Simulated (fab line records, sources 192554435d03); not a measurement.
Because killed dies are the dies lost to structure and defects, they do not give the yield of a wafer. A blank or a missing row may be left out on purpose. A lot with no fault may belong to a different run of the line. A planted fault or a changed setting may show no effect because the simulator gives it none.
fab line records | flow n5Finfet | part 1 of 2: steps 1 to 4 of 6
[record] lots = 24 wafers = 72 lastDay = 19
route steps=1938 shown FIN_CUT@166 STI_FIN_REVEAL@196 DUMMY_GATE@232
lots untouched by any fault: they come from a run of this same line in which no faults occurred
startH: hours from the record's opening day to when the first of the lot's shown wafers began | waitH: how many hours have passed since the lot's step before this one | " same as the row above | L1.1+2: several wafers, shown together as one row | - value missing, or start not given | * or withheld: withheld | < > ~ a bound
route shown NAME@n: a module of which the file shows steps, and the number in the route of the first | usual: average and standard deviation across the fault-free wafers | same: alike in all rows | chamber/n: place in a boat | sites: each site's reading | _std_site: how widely they spread, as a standard deviation | _edge_site: inner sites' mean taken away from outer sites' mean | radiusMm: for every site, how far away it sits from the centre of the wafer | mask NAME#n: copy n | behind: the most recent tool/chamber to have shaped the wafer | hold: reason for holding the lot/hours on hold/outcome of the hold | device: names the non-switching transistor (n, p or np) | end of line: tests of these same wafers at the route's end | for a step that has no rows: nothing shown but its recipe | killed: count of dies lost to structure and defects at first sort (not the wafer's yield) | map: dies across one wafer; x = killed, . = not, _ = none there
set.NAME: the setting as run; set.NAME@STEP: as run at that earlier step | model.NAME: the simulator's own value behind a step, which no gauge read
the route's steps for a sample of lots (tables are steps, rows are wafers)
services: from which hour (startH, from the record's first day; less than 0 if before it) a tool's chamber was out of use, for how many hours, and why
[[steps]]
[step N5_FIN_CUT_DESCUM_13]
[recipe] chemistry = O2 timeS = 7 sourcePowerW = 50 biasPowerW = 20 pressureMtorr = 20 rfFrequencyHz = 2.712e+07 tempC = 40 resist = CAR-EUV o2FlowSccm = 225
[usual] drypumpMotorCurrentA = 5.80/0.24 oesProductAu = 0.77/0.092 rfVppV = 243.4/1.2 showerheadPlenumPTorr = 2.12/0.051 throttleValvePct = 20.5/0.34
// columns lot.wafer tool chamber startH waitH drypumpMotorCurrentA oesProductAu rfHoursCounterH rfVppV showerheadPlenumPTorr throttleValvePct
L074.1 rieDiel-01 2 27.12 0.0 5.60 0.68 245 242.9 2.08 20.8
L074.4 " 3 " " 5.56 0.76 - 243.7 2.11 20.2
L074.6 " 0 " " 5.70 0.69 - 244.4 2.12 20.2
L075.2 rieDiel-06 0 32.76 0.0 5.85 0.70 231 243.2 2.08 20.7
L075.3 " 3 " " 5.89 0.69 214 242.7 2.07 21.0
L075.5 " 1 " " 5.72 0.72 - 244.7 2.19 20.7
L076.1 rieDiel-01 1 39.48 0.1 6.25 0.79 134 245.0 2.20 21.0
L076.2 " 2 " " 5.64 0.67 250 242.4 2.08 20.8
L076.4 " 3 " " 5.56 0.75 - 244.3 2.11 20.3
L077.3 rieDiel-01 1 45.98 0.0 6.19 0.76 136 244.4 2.20 21.0
L077.5 " 3 " " 5.55 0.74 - 244.4 2.11 20.2
L077.6 " 2 " " 5.62 0.67 - 243.4 2.08 20.8
L078.1 rieDiel-02 3 51.16 0.0 5.80 0.72 194 244.1 2.15 20.5
L078.5 " 3 " " 5.80 0.73 - 244.4 2.15 20.5
L078.6 " 2 " " 5.45 0.76 - 245.2 2.17 20.5
L079.4 rieDiel-06 3 56.71 0.0 5.87 0.69 220 243.8 2.07 21.0
L079.5 " 3 " " 5.88 0.70 - 243.9 2.07 21.0
L079.6 " 2 " " 6.02 0.76 - 241.9 2.09 20.2
L080.1 rieDiel-06 2 63.13 0.0 6.01 0.76 130 241.9 2.09 20.2
L080.3 " 1 " " 5.73 0.72 180 244.1 2.19 20.7
L080.6 " 3 " " 5.89 0.70 - 242.3 2.07 21.0
L081.2 rieDiel-06 3 68.67 0.0 5.89 0.68 223 242.4 2.07 21.0
L081.4 " 2 " " 6.01 0.76 133 243.2 2.09 20.2
L081.5 " 3 " " 5.89 0.70 - 242.6 2.07 21.0
L082.1 rieDiel-01 0 74.84 0.3 5.66 0.99 6 244.4 2.12 19.8
L082.2 " 1 " " 6.18 0.76 148 243.7 2.20 21.0
L082.4 " 1 " " 6.23 0.76 - 245.4 2.20 21.0
L083.1 rieDiel-01 2 80.67 0.0 5.65 1.03 1 243.4 2.07 20.4
L083.3 " 3 " " 5.57 0.75 156 242.8 2.10 20.3
L083.5 " 3 " " 5.55 0.75 - 243.8 2.10 20.3
L084.4 rieDiel-02 0 87.14 0.0 5.84 0.75 147 241.6 2.02 20.6
L084.5 " 2 " " 5.45 0.75 - 243.9 2.17 20.5
L084.6 " 3 " " 5.76 0.73 - 244.2 2.15 20.6
L085.2 rieDiel-06 1 95.01 0.1 5.75 0.71 190 244.7 2.19 20.7
L085.5 " 3 " " 5.89 0.69 - 242.8 2.07 21.0
L085.6 " 2 " " 5.98 0.75 - 243.9 2.08 20.3
L086.2 rieDiel-06 2 100.38 0.4 5.98 0.75 144 242.8 2.08 20.2
L086.5 " 3 " " 5.88 0.69 - 240.8 2.07 21.0
L086.6 " 2 " " 5.96 0.75 - 244.1 2.08 20.2
L087.4 rieDiel-01 1 104.75 0.0 6.24 0.75 157 244.5 2.20 21.0
L087.5 " 1 " " 6.22 0.75 - 244.5 2.20 21.0
L087.6 " 0 " " 5.67 0.95 - 244.1 2.11 19.9
L088.1 rieDiel-01 0 110.54 0.0 5.68 0.95 20 243.4 2.11 19.9
L088.2 " 2 " " 5.62 0.97 12 242.2 2.07 20.5
L088.4 " 2 " " 5.63 0.97 - 241.1 2.07 20.5
L089.1 rieDiel-02 3 116.63 0.0 5.84 0.72 215 243.9 2.14 20.5
L089.5 " 1 " " 6.29 0.76 - 245.8 2.17 20.2
L089.6 " 2 " " 5.46 0.74 - 242.9 2.17 20.5
L090.1 rieDiel-06 2 126.91 0.1 5.95 0.75 153 243.1 2.08 20.3
L090.4 " 0 " " 5.85 0.97 4 241.2 2.07 20.3
L090.6 " 2 " " 5.94 0.75 - 244.4 2.08 20.3
L091.2 rieDiel-02 1 131.39 0.0 6.31 0.75 150 243.6 2.17 20.3
L091.3 " 0 " " 5.81 0.72 161 242.6 2.01 20.6
L091.6 " 2 " " 5.46 0.73 - 244.3 2.16 20.5
L092.1 rieDiel-01 0 135.17 0.0 5.66 0.93 28 243.5 2.11 19.9
L092.2 " 2 " " 5.61 0.94 20 242.4 2.07 20.5
L092.3 " 3 " " 5.54 0.72 175 243.0 2.10 20.3
L093.2 rieDiel-02 0 142.65 0.0 5.82 0.73 165 242.3 2.01 20.6
L093.3 " 2 " " 5.46 0.73 180 245.1 2.16 20.5
L093.4 " 2 " " 5.47 0.74 - 245.5 2.16 20.5
L094.2 rieDiel-01 2 146.13 0.0 5.62 0.94 24 241.9 2.07 20.5
L094.3 " 3 " " 5.55 0.72 180 243.1 2.09 20.3
L094.4 " 1 " " 6.21 0.74 169 245.1 2.19 21.0
L095.1 rieDiel-01 3 153.02 0.0 5.54 0.71 182 243.1 2.09 20.3
L095.4 " 0 " " 5.65 0.92 34 244.6 2.11 19.9
L095.5 " 3 " " 5.56 0.72 - 243.2 2.09 20.3
L096.1 rieDiel-01 2 159.34 0.0 5.62 0.93 28 242.4 2.06 20.5
L096.2 " 0 " " 5.65 0.92 36 243.4 2.10 19.9
L096.4 " 3 " " 5.55 0.72 184 242.3 2.09 20.3
L097.3 rieDiel-02 2 165.90 0.0 5.45 0.73 186 242.9 2.16 20.5
L097.4 " 0 " " 5.80 0.72 172 243.3 2.01 20.7
L097.5 " 3 " " 5.81 0.70 - 243.6 2.14 20.6
[step N5_FIN_CUT_ETCH_20]
[recipe] chemistry = CF4 target = SiARC targetDepthA = 260 maskMaterial = CAR-EUV timeS = 43.3 ionEnergyEv = 80 pressureMtorr = 40 sourceW = 545 biasW = 36 Ar_flow_sccm = 100 cf4FlowSccm = 100 ends = cleared
[usual] drypumpMotorCurrentA = 5.80/0.24 etchRfOnTimeS = 43.0/0.87 oesProductAu = 0.66/0.076 rfVppV = 184.3/1.1 showerheadPlenumPTorr = 2.16/0.056 throttleValvePct = 15.67/0.27
// columns lot.wafer tool chamber startH waitH drypumpMotorCurrentA etchRfOnTimeS oesProductAu rfHoursCounterH rfVppV showerheadPlenumPTorr throttleValvePct
L074.1 rieDiel-01 2 27.17 0.0 5.60 43.9 0.58 245 185.1 2.10 15.81
L074.4 " 3 " " 5.55 43.3 0.65 - 183.6 2.14 15.34
L074.6 " 0 " " 5.65 43.4 0.58 - 183.0 2.19 15.69
L075.2 rieDiel-06 0 32.82 0.0 5.84 44.4 0.59 231 183.9 2.11 15.76
L075.3 " 3 " " 5.89 42.4 0.60 214 184.8 2.12 16.12
L075.5 " 1 " " 5.74 42.5 0.63 - 186.4 2.22 15.79
L076.1 rieDiel-01 1 39.53 0.0 6.20 43.0 0.67 134 184.4 2.23 15.97
L076.2 " 2 " " 5.63 43.9 0.57 250 182.6 2.10 15.84
L076.4 " 3 " " 5.57 43.8 0.64 - 184.0 2.14 15.37
L077.3 rieDiel-01 1 46.03 0.0 6.25 42.7 0.67 136 185.3 2.23 15.99
L077.5 " 3 " " 5.56 42.9 0.65 - 181.9 2.14 15.36
L077.6 " 2 " " 5.61 43.9 0.57 - 184.3 2.10 15.84
L078.1 rieDiel-02 3 51.22 0.0 5.80 41.4 0.63 194 185.7 2.21 15.81
L078.5 " 3 " " 5.83 41.9 0.63 - 184.2 2.21 15.83
L078.6 " 2 " " 5.45 44.3 0.62 - 184.6 2.23 15.79
L079.4 rieDiel-06 3 56.76 0.0 5.89 42.4 0.61 220 184.3 2.12 16.15
L079.5 " 3 " " 5.88 42.8 0.61 - 184.6 2.12 16.13
L079.6 " 2 " " 5.99 43.0 0.66 - 183.1 2.15 15.55
L080.1 rieDiel-06 2 63.18 0.0 6.00 42.8 0.66 130 184.7 2.15 15.56
L080.3 " 1 " " 5.74 42.6 0.62 180 185.3 2.21 15.80
L080.6 " 3 " " 5.89 42.3 0.61 - 182.8 2.12 16.13
L081.2 rieDiel-06 3 68.72 0.0 5.90 42.3 0.60 223 185.3 2.12 16.13
L081.4 " 2 " " 6.00 43.2 0.65 133 184.7 2.15 15.56
L081.5 " 3 " " 5.89 42.4 0.60 - 184.6 2.12 16.14
L082.1 rieDiel-01 0 74.90 0.0 5.65 42.1 0.85 6 185.8 2.19 15.22
L082.2 " 1 " " 6.25 43.5 0.65 148 183.0 2.23 16.00
L082.4 " 1 " " 6.28 43.6 0.65 - 185.9 2.23 16.00
L083.1 rieDiel-01 2 80.72 0.0 5.59 42.2 0.87 1 183.2 2.09 15.33
L083.3 " 3 " " 5.56 43.7 0.63 156 183.9 2.14 15.38
L083.5 " 3 " " 5.57 43.3 0.63 - 183.2 2.14 15.39
L084.4 rieDiel-02 0 87.20 0.0 5.83 43.8 0.62 147 182.5 2.04 15.59
L084.5 " 2 " " 5.45 43.9 0.63 - 185.2 2.23 15.78
L084.6 " 3 " " 5.80 40.9 0.62 - 184.7 2.20 15.85
L085.2 rieDiel-06 1 95.07 0.0 5.72 42.3 0.62 190 186.5 2.21 15.83
L085.5 " 3 " " 5.88 41.7 0.60 - 182.8 2.11 16.15
L085.6 " 2 " " 5.99 42.7 0.65 - 184.0 2.14 15.57
L086.2 rieDiel-06 2 100.43 0.0 5.95 43.0 0.65 144 184.9 2.14 15.58
L086.5 " 3 " " 5.89 42.2 0.60 - 184.5 2.11 16.15
L086.6 " 2 " " 6.00 43.0 0.65 - 183.8 2.14 15.59
L087.4 rieDiel-01 1 104.80 0.0 6.22 43.3 0.64 157 185.0 2.23 16.02
L087.5 " 1 " " 6.19 43.1 0.64 - 182.7 2.23 16.02
L087.6 " 0 " " 5.64 42.4 0.81 - 184.8 2.18 15.24
L088.1 rieDiel-01 0 110.60 0.0 5.70 42.6 0.81 20 184.1 2.18 15.24
L088.2 " 2 " " 5.60 42.4 0.82 12 182.6 2.09 15.37
L088.4 " 2 " " 5.61 42.2 0.82 - 183.2 2.09 15.36
L089.1 rieDiel-02 3 116.69 0.0 5.81 41.7 0.61 215 185.6 2.20 15.87
L089.5 " 1 " " 6.34 42.1 0.64 - 185.3 2.23 15.58
L089.6 " 2 " " 5.45 44.7 0.61 - 183.4 2.23 15.82
L090.1 rieDiel-06 2 126.96 0.0 6.00 43.3 0.63 153 185.0 2.14 15.59
L090.4 " 0 " " 5.86 44.3 0.81 4 183.4 2.10 15.31
L090.6 " 2 " " 6.00 42.6 0.65 - 182.9 2.14 15.58
L091.2 rieDiel-02 1 131.44 0.0 6.29 42.0 0.65 150 184.1 2.23 15.59
L091.3 " 0 " " 5.83 44.1 0.62 161 183.7 2.04 15.62
L091.6 " 2 " " 5.43 44.1 0.62 - 185.1 2.22 15.84
L092.1 rieDiel-01 0 135.23 0.0 5.68 42.4 0.79 28 183.7 2.18 15.26
L092.2 " 2 " " 5.63 42.1 0.81 20 183.4 2.09 15.38
L092.3 " 3 " " 5.55 43.6 0.62 175 184.9 2.13 15.44
L093.2 rieDiel-02 0 142.71 0.0 5.84 44.4 0.61 165 182.1 2.04 15.63
L093.3 " 2 " " 5.46 44.0 0.61 180 186.2 2.22 15.86
L093.4 " 2 " " 5.46 44.0 0.61 - 185.4 2.22 15.85
L094.2 rieDiel-01 2 146.18 0.0 5.64 41.9 0.80 24 183.4 2.09 15.39
L094.3 " 3 " " 5.56 43.8 0.62 180 183.7 2.13 15.44
L094.4 " 1 " " 6.21 43.2 0.64 169 185.4 2.22 16.04
L095.1 rieDiel-01 3 153.07 0.0 5.56 43.8 0.61 182 184.2 2.13 15.44
L095.4 " 0 " " 5.66 43.3 0.78 34 183.6 2.18 15.27
L095.5 " 3 " " 5.56 44.0 0.61 - 185.2 2.13 15.45
L096.1 rieDiel-01 2 159.39 0.0 5.62 41.8 0.80 28 184.6 2.09 15.39
L096.2 " 0 " " 5.67 42.2 0.78 36 185.3 2.18 15.27
L096.4 " 3 " " 5.55 43.5 0.61 184 183.2 2.13 15.44
L097.3 rieDiel-02 2 165.96 0.0 5.46 43.7 0.61 186 185.1 2.22 15.85
L097.4 " 0 " " 5.83 43.6 0.62 172 182.9 2.03 15.64
L097.5 " 3 " " 5.82 41.0 0.61 - 183.9 2.19 15.90
[step N5_STI_FIN_REVEAL_RECESS_09]
[recipe] chemistry = HF/NH3 target = SiO2 afsCycles = 11 targetDepthA = 425 tempC = 30 sublimationTempC = 180 sublimationTimeS = 60
[usual] drypumpMotorCurrentA = 5.7/0.33 forelinePTorr = 0.1280/0.0004
// columns lot.wafer tool chamber startH waitH drypumpMotorCurrentA forelinePTorr
L074.1 vaporEtch-02 1 34.08 0.0 5.7 0.1278
L074.4 " 1 " " 5.7 0.1279
L074.6 " 0 " " 5.4 0.1282
L075.2 vaporEtch-02 0 39.70 0.0 5.4 0.1285
L075.3 " 1 " " 5.7 0.1287
L075.5 " 0 " " 5.3 0.1280
L076.1 vaporEtch-01 0 47.12 0.0 6.3 0.1277
L076.2 " 1 " " 5.4 0.1278
L076.4 " 1 " " 5.4 0.1282
L077.3 vaporEtch-02 0 53.35 0.6 5.3 0.1280
L077.5 " 1 " " 5.7 0.1279
L077.6 " 0 " " 5.3 0.1277
L078.1 vaporEtch-02 0 59.00 0.0 5.4 0.1278
L078.5 " 1 60.06 1.1 5.7 0.1278
L078.6 " 0 " " 5.4 0.1281
L079.4 vaporEtch-02 0 64.30 0.6 5.4 0.1274
L079.5 " 1 " " 5.7 0.1280
L079.6 " 0 " " 5.4 0.1282
L080.1 vaporEtch-02 0 70.73 0.0 5.4 0.1281
L080.3 " 0 " " 5.4 0.1279
L080.6 " 1 " " 5.7 0.1282
L081.2 vaporEtch-02 0 75.49 0.0 5.3 0.1281
L081.4 " 0 " " 5.3 0.1283
L081.5 " 0 " " 5.4 0.1287
L082.1 vaporEtch-01 0 81.93 0.0 6.3 0.1285
L082.2 " 1 " " 5.4 0.1276
L082.4 " 1 " " 5.4 0.1283
L083.1 vaporEtch-02 1 88.03 0.0 5.7 0.1290
L083.3 " 0 " " 5.3 0.1273
L083.5 " 0 " " 5.4 0.1280
L084.4 vaporEtch-01 1 95.22 0.6 5.4 0.1280
L084.5 " 1 " " 5.4 0.1276
L084.6 " 0 " " 6.3 0.1283
L085.2 vaporEtch-02 0 103.28 0.0 5.3 0.1280
L085.5 " 1 104.34 1.1 5.7 0.1278
L085.6 " 0 " " 5.4 0.1279
L086.2 vaporEtch-01 0 107.43 0.0 6.3 0.1282
L086.5 " 0 108.49 1.1 6.3 0.1279
L086.6 " 1 " " 5.4 0.1273
L087.4 vaporEtch-01 1 112.44 0.6 5.4 0.1285
L087.5 " 0 " " 6.2 0.1284
L087.6 " 1 " " 5.4 0.1282
L088.1 vaporEtch-01 1 117.53 0.0 5.4 0.1281
L088.2 " 0 " " 6.3 0.1279
L088.4 " 1 " " 5.4 0.1278
L089.1 vaporEtch-01 0 124.05 0.0 6.3 0.1279
L089.5 " 1 125.11 1.1 5.4 0.1281
L089.6 " 0 " " 6.3 0.1282
L090.1 vaporEtch-02 1 133.76 0.0 5.7 0.1283
L090.4 " 1 135.35 1.6 5.7 0.1279
L090.6 " 1 136.41 2.7 5.7 0.1284
L091.2 vaporEtch-01 1 138.45 0.0 5.4 0.1286
L091.3 " 0 " " 6.3 0.1280
L091.6 " 1 " " 5.4 0.1278
L092.1 vaporEtch-02 1 142.76 0.0 5.7 0.1276
L092.2 " 1 " " 5.7 0.1276
L092.3 " 1 " " 5.7 0.1280
L093.2 vaporEtch-02 1 150.68 0.6 5.7 0.1288
L093.3 " 1 " " 5.7 0.1288
L093.4 " 1 " " 5.7 0.1284
L094.2 vaporEtch-01 0 153.35 0.0 6.3 0.1277
L094.3 " 0 " " 6.3 0.1275
L094.4 " 1 " " 5.4 0.1283
L095.1 vaporEtch-02 0 160.20 0.0 5.3 0.1287
L095.4 " 1 " " 5.7 0.1281
L095.5 " 0 " " 5.4 0.1284
L096.1 vaporEtch-02 0 166.23 0.0 5.4 0.1275
L096.2 " 1 " " 5.7 0.1276
L096.4 " 0 " " 5.3 0.1275
L097.3 vaporEtch-02 0 173.49 0.6 5.4 0.1269
L097.4 " 1 " " 5.7 0.1282
L097.5 " 0 " " 5.3 0.1278
[step N5_DUMMY_GATE_OVL_MEAS_16]
[recipe] pointsPerWafer = 522
[usual] GATE_OVL = 0.2/0.76
// columns lot.wafer tool chamber startH waitH GATE_OVL[nm]
L074.1 overlay-02 0 45.65 0.0 1.0
L074.4 " 0 " " 0.1
L074.6 " 0 " " 0.8
L075.2 overlay-02 0 55.13 0.0 1.3
L075.3 " 0 " " 0.2
L075.5 " 0 " " 0.5
L076.1 overlay-01 0 58.60 0.0 1.6
L076.2 " 0 " " 1.4
L076.4 " 0 " " 1.8
L077.3 overlay-02 0 64.14 0.0 0.5
L077.5 " 0 " " 0.7
L077.6 " 0 " " 0.5
L078.1 overlay-02 0 70.70 0.0 0.3
L078.5 " 0 " " 0.3
L078.6 " 0 " " 0.2
L079.4 overlay-01 0 75.09 0.0 -1.2
L079.5 " 0 " " -1.5
L079.6 " 0 " " -0.8
L080.1 overlay-02 0 82.04 0.0 -0.5
L080.3 " 0 " " 0.5
L080.6 " 0 " " -0.3
L081.2 overlay-02 0 86.81 0.0 0.2
L081.4 " 0 " " 0.6
L081.5 " 0 " " -0.8
L082.1 overlay-02 0 94.72 0.0 -0.6
L082.2 " 0 " " -1.1
L082.4 " 0 " " -1.1
L083.1 overlay-01 0 101.07 0.0 0.8
L083.3 " 0 " " 1.7
L083.5 " 0 " " 0.7
L084.4 overlay-01 0 106.23 0.0 -0.9
L084.5 " 0 " " -0.1
L084.6 " 0 " " -0.4
L085.2 overlay-02 0 114.76 0.0 0.7
L085.5 " 0 " " 0.7
L085.6 " 0 " " -0.2
L086.2 overlay-01 0 121.40 0.0 -0.7
L086.5 " 0 " " -1.2
L086.6 " 0 " " 0.5
L087.4 overlay-02 0 123.34 0.0 -0.6
L087.5 " 0 " " -0.6
L087.6 " 0 " " -0.8
L088.1 overlay-02 0 129.79 0.0 0.3
L088.2 " 0 " " 0.5
L088.4 " 0 " " 0.1
L089.1 overlay-02 0 135.36 0.0 -0.9
L089.5 " 0 " " -0.2
L089.6 " 0 " " -1.0
L090.1 overlay-01 0 146.81 0.0 -1.1
L090.4 " 0 " " -0.6
L090.6 " 0 " " 0.1
L091.2 overlay-01 0 149.76 0.0 0.8
L091.3 " 0 " " 1.1
L091.6 " 0 " " 0.7
L092.1 overlay-01 0 155.78 0.0 0.2
L092.2 " 0 " " 0.0
L092.3 " 0 " " -0.2
L093.2 overlay-01 0 163.19 0.0 1.4
L093.3 " 0 " " 1.4
L093.4 " 0 " " 1.5
L094.2 overlay-01 0 166.49 0.0 0.0
L094.3 " 0 " " 0.9
L094.4 " 0 " " -0.1
L095.1 overlay-01 0 171.64 0.0 -0.2
L095.4 " 0 " " 0.2
L095.5 " 0 " " 0.0
L096.1 overlay-01 0 178.13 0.0 0.3
L096.2 " 0 " " 0.9
L096.4 " 0 " " 0.4
L097.3 overlay-02 0 184.27 0.0 1.2
L097.4 " 0 " " 0.8
L097.5 " 0 " " 0.7
